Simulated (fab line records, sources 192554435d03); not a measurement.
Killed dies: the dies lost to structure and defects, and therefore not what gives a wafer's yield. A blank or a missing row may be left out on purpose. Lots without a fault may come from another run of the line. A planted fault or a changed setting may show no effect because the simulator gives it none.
fab line records    flow n5-finfet    part 2 of 2: steps 5 to 6 of 6
record lots=22  wafers=66  last-day=17
route steps=1938 shown BEOL_M0_SAQP@690 BEOL_M0_CUTY@711 BEOL_M0@715
lots that met no fault: taken from a fault-free run of the same line
start-h: hours from the record's first day to the start of the lot's first wafer shown    wait-h: how many hours have passed since the lot's step before this one    " unchanged from the row above    L1.1+2: a single row standing in for several wafers    - no value, or no start was given    * or withheld: withheld    < > ~ a bound
route shown NAME@n: names a module that has steps shown in the file, with the first one's number in the route    usual: average and standard deviation across the fault-free wafers    same: alike in all rows    chamber/n: place in a boat    sites: each site's reading    _std_site: their standard deviation    _edge_site: inner sites' mean taken away from outer sites' mean    radius-mm: how far each site lies from the wafer's centre    mask NAME#n: copy n    behind: the most recent tool/chamber to have shaped the wafer    hold: why the lot went on hold/how many hours it stayed there/how the hold came to an end    device: transistor that didn't switch, given as n, p or np    end of line: the same wafers' tests at the end of the route    step lacking rows: just its recipe    killed: count of dies lost to structure and defects at first sort (not the wafer's yield)    map: a wafer's dies, x killed, . not, _ none there
set.NAME: the setting as run; set.NAME@STEP: as run at that earlier step    model.NAME: the simulator's own value behind a step, which no gauge read
route steps across a sampled set of lots; one table per step, one row per wafer
services: when a tool's chamber went out of use (start-h, in hours from the record's first day, below 0 if earlier), for how many hours, and the reason
## steps
# step N5_BEOL_M0_ETCH_138
# recipe chemistry=CH3F/O2  target-depth-a=120  target=SiCN  time-s=31.6  ion-energy-ev=120  pressure-mtorr=30  source-w=395  bias-w=75  Ar_flow_sccm=150  CH3F_flow_sccm=30  O2_flow_sccm=20  ends=cleared
# usual drypump-motor-current-A=5.5/0.38  etch-rf-on-time-s=29.1/1  oes-product-au=0.66/0.072  rf-vpp-V=297.0/1.9  showerhead-plenum-p-Torr=1.99/0.08  throttle-valve-pct=16.36/0.23
lot.wafer  tool         chamber  start-h  wait-h  drypump-motor-current-A  etch-rf-on-time-s  oes-product-au  rf-hours-counter-h  rf-vpp-V  showerhead-plenum-p-Torr  throttle-valve-pct
L074.2     rie-diel-04  0        118.28   0.0     6.0                      29.4               0.58            241                 299.1     2.08                      16.54
L074.4     "            1        "        "       5.6                      28.9               0.60            217                 293.9     1.91                      16.50
L074.5     "            0        "        "       6.0                      28.1               0.58            -                   297.8     2.08                      16.51
L075.1     rie-diel-01  0        121.74   0.0     6.0                      29.5               0.81            16                  295.0     1.96                      15.97
L075.2     "            1        "        "       5.2                      27.8               0.66            130                 298.6     2.00                      16.37
L075.5     "            0        "        "       6.0                      28.7               0.83            -                   296.9     1.96                      15.97
L076.3     rie-diel-04  0        122.33   0.0     6.0                      29.8               0.58            242                 297.5     2.08                      16.53
L076.5     "            2        "        "       5.7                      29.6               0.60            -                   299.9     2.08                      16.75
L076.6     "            1        "        "       5.6                      30.0               0.60            -                   294.8     1.91                      16.49
L077.2     rie-diel-04  3        132.67   0.0     5.1                      30.3               0.59            241                 297.5     2.05                      16.29
L077.3     "            0        "        "       6.0                      31.4               0.57            246                 298.0     2.07                      16.52
L077.4     "            2        "        "       5.7                      30.7               0.60            217                 299.4     2.08                      16.75
L078.2     rie-diel-05  3        139.77   0.0     5.0                      27.3               0.61            206                 299.8     2.05                      16.35
L078.3     "            2        "        "       5.7                      27.7               0.68            132                 293.8     1.85                      16.65
L078.4     "            1        "        "       5.5                      29.7               0.69            59                  297.0     1.95                      16.07
L079.2     rie-diel-04  3        144.37   0.0     5.0                      29.0               0.58            245                 299.2     2.05                      16.29
L079.3     "            0        "        "       6.0                      29.9               0.58            249                 298.9     2.07                      16.54
L079.6     "            3        "        "       5.0                      28.7               0.59            -                   298.0     2.05                      16.29
L081.3     rie-diel-05  0        158.90   0.0     4.8                      28.5               0.62            188                 294.6     1.89                      16.39
L081.4     "            2        "        "       5.7                      29.4               0.68            139                 294.2     1.84                      16.69
L081.6     "            3        "        "       5.0                      27.8               0.62            -                   297.1     2.05                      16.36
L082.1     rie-diel-05  1        159.84   0.0     5.6                      31.3               0.68            66                  296.2     1.95                      16.10
L082.2     "            0        "        "       4.9                      29.3               0.61            189                 294.9     1.89                      16.38
L082.3     "            3        "        "       5.0                      28.4               0.60            214                 298.2     2.05                      16.35
L083.2     rie-diel-04  2        164.21   0.0     5.7                      29.1               0.60            230                 297.7     2.07                      16.77
L083.5     "            2        "        "       5.6                      30.9               0.59            -                   297.8     2.07                      16.77
L083.6     "            0        "        "       6.0                      29.6               0.83            -                   297.7     2.07                      16.11
L084.2     rie-diel-01  3        172.15   0.0     6.0                      28.0               0.61            202                 298.9     2.07                      16.45
L084.3     "            1        "        "       5.2                      29.7               0.65            148                 297.8     1.99                      16.41
L084.4     "            2        "        "       5.4                      28.1               0.73            66                  297.4     2.03                      16.22
L085.1     rie-diel-05  1        181.83   0.0     5.6                      30.2               0.68            73                  295.8     1.95                      16.10
L085.4     "            0        "        "       4.8                      28.9               0.60            195                 294.9     1.89                      16.39
L085.5     "            2        "        "       5.7                      29.1               0.67            -                   293.6     1.84                      16.70
L086.1     rie-diel-05  1        193.54   0.0     5.6                      31.5               0.67            77                  297.1     1.95                      16.10
L086.2     "            0        "        "       4.9                      29.7               0.60            200                 295.8     1.88                      16.41
L086.6     "            0        "        "       4.9                      30.5               0.59            -                   296.4     1.89                      16.39
L088.2     rie-diel-01  1        201.06   0.0     5.2                      28.9               0.63            161                 298.1     1.99                      16.43
L088.5     "            2        "        "       5.4                      27.9               0.71            -                   299.5     2.03                      16.24
L088.6     "            0        "        "       6.0                      29.3               0.76            -                   295.9     1.94                      16.02
L087.1     rie-diel-05  0        203.71   0.0     4.9                      28.4               0.59            204                 296.0     1.88                      16.42
L087.2     "            2        "        "       5.7                      28.9               0.66            155                 292.6     1.84                      16.72
L087.4     "            3        "        "       5.0                      28.1               0.60            227                 299.3     2.04                      16.38
L089.1     rie-diel-01  2        211.36   0.0     5.4                      27.7               0.71            83                  298.0     2.03                      16.26
L089.4     "            0        "        "       6.0                      29.9               0.76            -                   295.8     1.94                      16.03
L089.6     "            2        "        "       5.4                      29.1               0.71            -                   299.0     2.03                      16.24
L090.1     rie-diel-01  1        216.79   0.0     5.2                      30.3               0.62            167                 298.2     1.99                      16.43
L090.3     "            2        "        "       5.4                      28.8               0.71            85                  297.5     2.03                      16.26
L090.5     "            0        "        "       6.0                      29.4               0.75            -                   295.6     1.94                      16.06
L092.2     rie-diel-04  0        227.88   0.0     6.0                      29.0               0.74            29                  300.0     2.06                      16.16
L092.4     "            1        "        "       5.6                      29.1               0.82            -                   300.2     2.15                      16.13
L092.6     "            3        "        "       5.1                      28.3               0.78            -                   299.5     2.04                      15.77
L093.2     rie-diel-05  2        232.30   0.0     5.7                      27.8               0.66            162                 293.3     1.84                      16.73
L093.3     "            1        "        "       5.6                      28.7               0.66            90                  296.1     1.94                      16.14
L093.5     "            1        "        "       5.6                      29.8               0.66            -                   295.8     1.94                      16.13
L094.1     rie-diel-01  0        233.77   0.0     6.0                      28.5               0.75            60                  295.3     1.94                      16.05
L094.5     "            0        "        "       6.0                      29.0               0.74            -                   297.1     1.94                      16.05
L094.6     "            3        "        "       6.0                      29.5               0.59            -                   297.9     2.06                      16.49
L095.1     rie-diel-04  1        239.21   0.0     5.6                      29.0               0.81            13                  298.3     2.15                      16.15
L095.2     "            3        "        "       5.1                      26.4               0.77            22                  299.4     2.04                      15.77
L095.5     "            2        "        "       5.7                      30.4               0.81            -                   296.8     2.06                      16.42
L096.2     rie-diel-05  2        250.08   0.0     5.7                      29.2               0.65            167                 294.3     1.84                      16.74
L096.4     "            2        "        "       5.7                      28.9               0.65            -                   292.5     1.84                      16.74
L096.6     "            1        "        "       5.6                      29.8               0.66            -                   294.9     1.94                      16.15
L097.3     rie-diel-01  2        254.26   0.0     5.4                      26.8               0.71            98                  296.7     2.02                      16.28
L097.5     "            3        "        "       5.9                      28.3               0.60            -                   297.5     2.06                      16.50
L097.6     "            2        "        "       5.4                      28.0               0.70            -                   297.6     2.02                      16.26
# step N5_BEOL_M0_INSPECT_127
# recipe inspect-instrument=darkfield  mode=post-dep
# usual raw-defect-count=62/22
lot.wafer  tool               chamber  start-h  wait-h  raw-defect-count
L076.3     defect-inspect-02  -        129.42   0.0     83
L076.5     "                  -        "        "       107
L076.6     "                  -        "        "       80
L074.2     defect-inspect-02  -        129.84   0.0     42
L074.4     "                  -        "        "       47
L074.5     "                  -        "        "       57
L075.1     defect-inspect-01  -        132.33   0.0     39
L075.2     "                  -        "        "       47
L075.5     "                  -        "        "       64
L077.2     defect-inspect-01  -        142.84   0.0     61
L077.3     "                  -        "        "       45
L077.4     "                  -        "        "       48
L078.2     defect-inspect-02  -        146.37   0.0     41
L078.3     "                  -        "        "       58
L078.4     "                  -        "        "       81
L079.2     defect-inspect-02  -        149.49   0.0     99
L079.3     "                  -        "        "       61
L079.6     "                  -        "        "       101
L081.3     defect-inspect-01  -        163.74   0.0     53
L081.4     "                  -        "        "       51
L081.6     "                  -        "        "       59
L082.1     defect-inspect-01  -        165.09   0.0     76
L082.2     "                  -        "        "       83
L082.3     "                  -        "        "       99
L083.2     defect-inspect-02  -        168.45   0.0     71
L083.5     "                  -        "        "       38
L083.6     "                  -        "        "       47
L084.2     defect-inspect-01  -        178.32   0.0     81
L084.3     "                  -        "        "       89
L084.4     "                  -        "        "       53
L085.1     defect-inspect-02  -        188.96   0.0     99
L085.4     "                  -        "        "       50
L085.5     "                  -        "        "       54
L086.1     defect-inspect-01  -        200.49   0.0     43
L086.2     "                  -        "        "       23
L086.6     "                  -        "        "       41
L088.2     defect-inspect-02  -        208.86   0.0     92
L088.5     "                  -        "        "       32
L088.6     "                  -        "        "       50
L087.1     defect-inspect-01  -        212.08   0.0     45
L087.2     "                  -        "        "       47
L087.4     "                  -        "        "       35
L089.1     defect-inspect-01  -        216.50   0.0     95
L089.4     "                  -        "        "       43
L089.6     "                  -        "        "       55
L090.1     defect-inspect-01  -        222.33   0.0     47
L090.3     "                  -        "        "       35
L090.5     "                  -        "        "       48
L092.2     defect-inspect-02  -        235.99   0.0     63
L092.4     "                  -        "        "       50
L092.6     "                  -        "        "       35
L094.1     defect-inspect-02  -        237.96   0.0     77
L094.5     "                  -        "        "       49
L094.6     "                  -        "        "       43
L093.2     defect-inspect-02  -        238.19   0.0     61
L093.3     "                  -        "        "       61
L093.5     "                  -        "        "       72
L095.1     defect-inspect-02  -        244.00   0.0     84
L095.2     "                  -        "        "       50
L095.5     "                  -        "        "       91
L096.2     defect-inspect-02  -        256.71   0.0     54
L096.4     "                  -        "        "       43
L096.6     "                  -        "        "       20
L097.3     defect-inspect-02  -        260.45   0.0     39
L097.5     "                  -        "        "       46
L097.6     "                  -        "        "       62
## services
tool         chamber  start-h  hours  kind
rie-diel-06  1        129.08   -      clean
rie-diel-06  1        129.08   -      consumable-replace:focus-ring
rie-diel-02  -        142.37   0.3    repair
rie-diel-04  0        146.67   -      clean
rie-diel-04  0        146.67   -      consumable-replace:focus-ring
rie-diel-04  0        146.67   13.9   scheduled-down
rie-diel-04  0        146.67   13.9   vent-cycle
rie-diel-05  0        148.21   4.6    repair
rie-diel-04  3        160.57   -      clean
rie-diel-04  3        160.57   -      consumable-replace:focus-ring
rie-diel-04  3        160.57   28.2   scheduled-down
rie-diel-04  3        160.57   28.2   vent-cycle
rie-diel-01  3        195.47   16.5   repair
rie-diel-04  1        196.86   -      clean
rie-diel-04  1        196.86   -      consumable-replace:focus-ring
rie-diel-04  1        196.86   -      consumable-replace:showerhead
rie-diel-04  1        196.86   14.6   scheduled-down
rie-diel-04  1        196.86   14.6   vent-cycle
rie-diel-04  0        199.60   4.3    repair
rie-diel-04  2        211.62   -      clean
rie-diel-04  2        211.62   -      consumable-replace:focus-ring
rie-diel-04  2        211.62   19.5   scheduled-down
rie-diel-04  2        211.62   19.5   vent-cycle
rie-diel-05  0        245.48   11.8   repair
